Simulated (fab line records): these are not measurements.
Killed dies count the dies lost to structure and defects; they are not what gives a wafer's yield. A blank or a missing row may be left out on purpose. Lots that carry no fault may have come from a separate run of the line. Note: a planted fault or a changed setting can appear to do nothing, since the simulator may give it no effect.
Which tool was responsible? -- flow nand harc -- 13 lots with 37 wafers sampled at 6 steps, on a route of 1159 steps

## WHAT EACH GAUGE READ, for each wafer
NHARC_P_BONDPAD_CD_MEAS_13.
lot,measured,on,cd nm (nm)
L436,day 6 12:24,cd sem-01,500.7 498.8 498.6
L439,day 7 00:40,cd sem-02,498.5 500.9 499.2
L440,day 7 13:33,cd sem-03,500.4 500.2 497.0
L441,day 7 14:34,cd sem-01,501.0 501.0 497.4
L442,day 7 15:24,cd sem-02,497.7 497.8 499.9
L443,day 7 23:32,cd sem-02,497.3 497.0 498.3
L445,day 8 14:29,cd sem-03,498.2 500.8 501.3
L446,day 9 00:58,cd sem-03,499.1 500.5 500.3
L451,day 10 12:11,cd sem-03,496.4 498.5
L454,day 10 19:01,cd sem-02,501.3 502.5
L456,day 11 09:18,cd sem-02,501.2 501.2 502.0
L458,day 11 20:41,cd sem-01,496.5 499.2 497.9
L459,day 12 01:56,cd sem-03,498.4 498.7 500.4

NHARC_P_BONDPAD_THK_MEAS_20: measures by xrf.
lot,measured,on,thk nm (nm)
L436,day 6 14:32,film metro-01,161.4 161.9 163.6
L439,day 7 02:48,film metro-01,160.4 163.5 163.1
L440,day 7 15:39,film metro-02,161.8 163.1 159.5
L441,day 7 16:38,film metro-02,161.1 164.8 160.7
L442,day 7 17:26,film metro-02,163.3 161.3 161.3
L443,day 8 01:44,film metro-01,161.5 162.7 163.3
L445,day 8 16:31,film metro-01,162.7 162.3 161.4
L446,day 9 03:07,film metro-01,160.1 162.3 161.4
L451,day 10 14:14,film metro-01,161.1 161.0
L454,day 10 21:07,film metro-02,161.5 163.8
L456,day 11 11:20,film metro-01,160.7 162.1 159.3
L458,day 11 22:43,film metro-01,162.2 160.2 159.5
L459,day 12 03:58,film metro-02,163.1 162.6 163.3

NHARC_A_ONON_D1_THK_MEAS_05: measures by ellipsometry.
lot,measured,on,thk nm (nm)
L436,day 7 15:32,film metro-01,995 998 997
L439,day 8 02:10,film metro-02,996 996 996
L440,day 8 18:26,film metro-02,1009 1010 1010
L441,day 8 18:22,film metro-01,1014 1013 1014
L442,day 8 18:22,film metro-02,1005 1005 1005
L443,day 9 02:41,film metro-02,993 993 994
L445,day 9 19:16,film metro-01,1018 1019 1016
L446,day 10 08:31,film metro-02,1011 1010 1011
L451,day 11 12:48,film metro-02,1402 1400
L454,day 11 19:59,film metro-02,998 1410
L456,day 12 12:21,film metro-01,1023 1023 1024
L458,day 12 22:49,film metro-01,1014 1014 1012
L459,day 13 04:51,film metro-02,983 984 983

NHARC_END_SORT_01.
lot,measured,on,killed at array,killed at other,killed at periphery,killed dies,killed open,killed short
L451,day 23 07:02,prober-01,673 673,1 1,3 3,677 677,3 1,3 2
L454,day 23 13:57,prober-02,34 672,0 0,4 5,38 677,5 9,0 5

## TOOL THAT RAN EACH LOT (tool first, then ch and the chambers of the sampled wafers, then the start)
lot,NHARC_P_BONDPAD_ETCH_12,NHARC_A_ONON_D1_DEP_03
L436,"rie diel-04 ch 0,2,3, day 6 12:24 or earlier","pecvd onon-02 ch 0, day 7 15:01"
L439,"rie diel-04 ch 0,3, day 7 00:40 or earlier","pecvd onon-01 ch 0, day 8 01:43"
L440,"rie diel-04 ch 0,3, day 7 13:33 or earlier","pecvd onon-03 ch 0, day 8 17:58"
L441,"rie diel-04 ch 0,3, day 7 14:34 or earlier","pecvd onon-01 ch 0, day 8 17:55"
L442,"rie diel-04 ch 0,1,3, day 7 15:24 or earlier","pecvd onon-02 ch 0, day 8 17:51"
L443,"rie diel-04 ch 0,2,3, day 7 23:32 or earlier","pecvd onon-01 ch 0, day 9 02:17"
L445,"rie diel-04 ch 0,1, day 8 14:29 or earlier","pecvd onon-03 ch 0, day 9 18:44"
L446,"rie diel-04 ch 0,2,3, day 9 00:58 or earlier","pecvd onon-02 ch 0, day 10 08:09"
L451,"rie diel-07 ch 2,3, day 10 12:11 or earlier","pecvd onon-03 ch 0, day 11 12:21"
L454,"rie diel-03 ch 0,2, day 10 19:01 or earlier","pecvd onon-03 ch 0, day 11 19:29"
L456,"rie diel-04 ch 0,1,3, day 11 09:18 or earlier","pecvd onon-02 ch 0, day 12 11:54"
L458,"rie diel-07 ch 2,3, day 11 20:41 or earlier","pecvd onon-02 ch 0, day 12 22:17"
L459,"rie diel-04 ch 0,1,2, day 12 01:56 or earlier","pecvd onon-01 ch 0, day 13 04:20"
- NHARC_P_BONDPAD_ETCH_12: etches the open film in CHF3/O2, target depth 200 nm, time 100 s.
- NHARC_A_ONON_D1_DEP_03: target thk 1000 nm.

## WHAT THE TOOLS THEMSELVES READ (means of the sampled wafers that have a number; where no wafer has one, the mark that the record gives instead)
NHARC_P_BONDPAD_ETCH_12.
lot,tool,drypump motor current A (A),oes product au (a.u.),rf vpp V (V),showerhead plenum p Torr (Torr),throttle valve pct (%)
L436,rie diel-04,5.6,0.966,372.5,2.50,20.576
L439,rie diel-04,5.3,0.962,371.0,2.47,20.573
L440,rie diel-04,5.7,0.929,373.1,2.49,20.575
L441,rie diel-04,5.3,0.928,372.4,2.47,20.569
L442,rie diel-04,5.7,0.948,373.2,2.49,20.570
L443,rie diel-04,5.5,0.923,372.7,2.50,20.560
L445,rie diel-04,5.5,0.931,372.5,2.50,20.563
L446,rie diel-04,5.6,0.936,372.2,2.50,20.583
L451,rie diel-07,5.7,0.961,370.4,2.39,20.580
L454,rie diel-03,5.6,0.970,372.4,2.52,20.563
L456,rie diel-04,5.7,0.979,372.2,2.49,20.574
L458,rie diel-07,5.4,0.952,370.9,2.40,20.571
L459,rie diel-04,5.4,0.929,372.8,2.51,20.572

NHARC_A_ONON_D1_DEP_03.
lot,tool,n2 flow sccm (sccm),n2o flow sccm (sccm)
L436,pecvd onon-02,2747,1993
L439,pecvd onon-01,2762,1999
L440,pecvd onon-03,2761,2004
L441,pecvd onon-01,2762,2005
L442,pecvd onon-02,2754,2003
L443,pecvd onon-01,2760,1994
L445,pecvd onon-03,2757,2004
L446,pecvd onon-02,2745,2005
L451,pecvd onon-03,2756,2001
L454,pecvd onon-03,2765,1998
L456,pecvd onon-02,2749,1993
L458,pecvd onon-02,2749,2009
L459,pecvd onon-01,2743,1997

## THE ANSWER, worked out from the rows above alone
Rule: the usual values come from the lots themselves. Put in order of their means at a reading, lots are off if they are a third of the lots or fewer, leave a main group of 4 or more, and stand apart from it by a gap of 3 or more times the standard deviation of the main group's means; of several such gaps the widest counts. If all means in a main group match to the digits the tables above print for the reading, that group is not used. A lot without any number at a reading at which 4 lots or more have one is off too. Where the step has rows for the other lots, those lots are counted as sound. Order of review: gauges by route order, followed by the tools' own readings, for which a lot's mean as printed above is used. At the first step where some lot is off, the reading lying furthest off is the one used; lots without a number count as furthest.
Off: L451, L454, at NHARC_A_ONON_D1_THK_MEAS_05 (thk nm). The main group: mean 1006 nm, standard deviation 11.
A tool fits if, at a process step before that reading, it ran every lot that is off, and no sound lot after the first of them. Gauges at NHARC_A_ONON_D1_THK_MEAS_05: tried the same way as those tools. With no start given for some of its lots, NHARC_P_BONDPAD_ETCH_12 uses the hours and lot order of NHARC_P_BONDPAD_CD_MEAS_13. One candidate fits, namely pecvd onon-03 at NHARC_A_ONON_D1_DEP_03. Its last sound lot is L445 (day 9 18:44), its first lot that is off L451 (day 11 12:21): a fault that began between those two fits.

## WHAT WAS PUT IN BY THE SIMULATOR
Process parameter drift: pecvd onon-03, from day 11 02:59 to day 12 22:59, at NHARC_A_ONON_D1_DEP_03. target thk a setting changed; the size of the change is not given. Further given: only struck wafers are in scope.
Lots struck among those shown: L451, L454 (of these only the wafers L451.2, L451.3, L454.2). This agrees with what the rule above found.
